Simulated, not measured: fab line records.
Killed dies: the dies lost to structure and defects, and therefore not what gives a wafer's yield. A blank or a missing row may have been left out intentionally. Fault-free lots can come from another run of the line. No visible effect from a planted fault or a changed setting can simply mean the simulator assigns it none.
8D (eight disciplines) problem report, filled in by code :: flow nand_harc :: the parts of the form that need people (team, actions taken, sign-off) are left out

## 1. PROBLEM STATEMENT
Mean of raw_defect_count at NHARC_P_ZERO_WELL_INSPECT_43: 1444 across 6 wafers in 2 lots; on wafers with no fault it is 12 (standard deviation 6.3). That is +99 or more standard deviations from the usual mean.
The first sign was on wafer L953.1 at day 8 09:34, on defect_inspect-02. The record has a number at this step for 36 wafers belonging to 12 lots. By rule, "out" or "out of limits" means more than 4 standard deviations away from the usual mean. Any other wafer with a number is counted as sound.

## 2. WHAT IT IS, WHAT IT ISN'T
question: which readings at this step
is: raw_defect_count
is not: -

question: which lots
is: L953, L954
is not: L938, L939, L940, L943, L944, L945, L946, L958, L959, L960

question: which wafers of those lots
is: all that have a number
is not: -

question: read on which gauges
is: defect_inspect-01, defect_inspect-02
is not: -

question: when
is: from day 8 09:34
is not: up to then (21 sound wafers); but 9 sound wafers of L958, L959, L960 came after

## 3. SUSPECTS, AND WHAT RULES EACH OUT
Counting: a tool stays on the suspect list if, at a process step up to the reading, it processed all lots that are out and no sound lot following the first of them.
- the gauge at NHARC_P_ZERO_WELL_INSPECT_43 has been ruled out. 2 gauges (defect_inspect-01, defect_inspect-02) read the wafers that are out.
- wet_bench-06 at NHARC_P_ZERO_WELL_PRECLEAN_68 (cleans in SC1, time 60 s): kept. All lots that are out passed through it, beginning with L953 at day 8 08:31, and no sound lot followed; its final sound lot before that point was L946 at day 5 10:31.
The count leaves wet_bench-06 at NHARC_P_ZERO_WELL_PRECLEAN_68.

## 4. THE CAUSE (what the simulator had put in)
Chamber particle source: wet_bench-06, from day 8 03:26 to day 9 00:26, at NHARC_P_ZERO_WELL_PRECLEAN_68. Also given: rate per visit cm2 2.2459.
Counting left only this tool.

## 5. THE CHAIN OF EFFECTS, in route order
Each row: a reading whose mean over the struck wafers that have a number lies more than 3 standard deviations from the usual. Readings are gone through only where the record gives a usual standard deviation; hours: the median, over the lots, of the time from a lot's start at the first step in this table giving one to that lot's start at this step; sigmas: the change measured in usual standard deviations.
hours: 0
step: NHARC_P_ZERO_WELL_INSPECT_43
reading: raw_defect_count
usual: 12
on struck wafers: 1444
change: +1432
sigmas: +99 or more

hours: 527
step: NHARC_END_SORT_01
reading: killed_at_periphery
usual: 4.1
on struck wafers: 91.2
change: +87.1
sigmas: +29

hours: 527
step: NHARC_END_SORT_01
reading: killed_dies
usual: 63
on struck wafers: 146
change: +83
sigmas: +4.2

## 6. HOW IT WOULD HAVE BEEN CAUGHT EARLIER
In this record the first reading out of limits at a measuring or inspecting step was taken at day 8 09:34, 6 hours after the fault began at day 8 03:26.
No tool reading at NHARC_P_ZERO_WELL_PRECLEAN_68 that has a usual standard deviation in the record was out on any struck wafer, so an alarm limit of 4 standard deviations on those readings would not have fired.
Lots out: 2; of these, L954 started NHARC_P_ZERO_WELL_PRECLEAN_68 on wet_bench-06 after day 8 09:34. A hold on the tool at that time would have spared it.
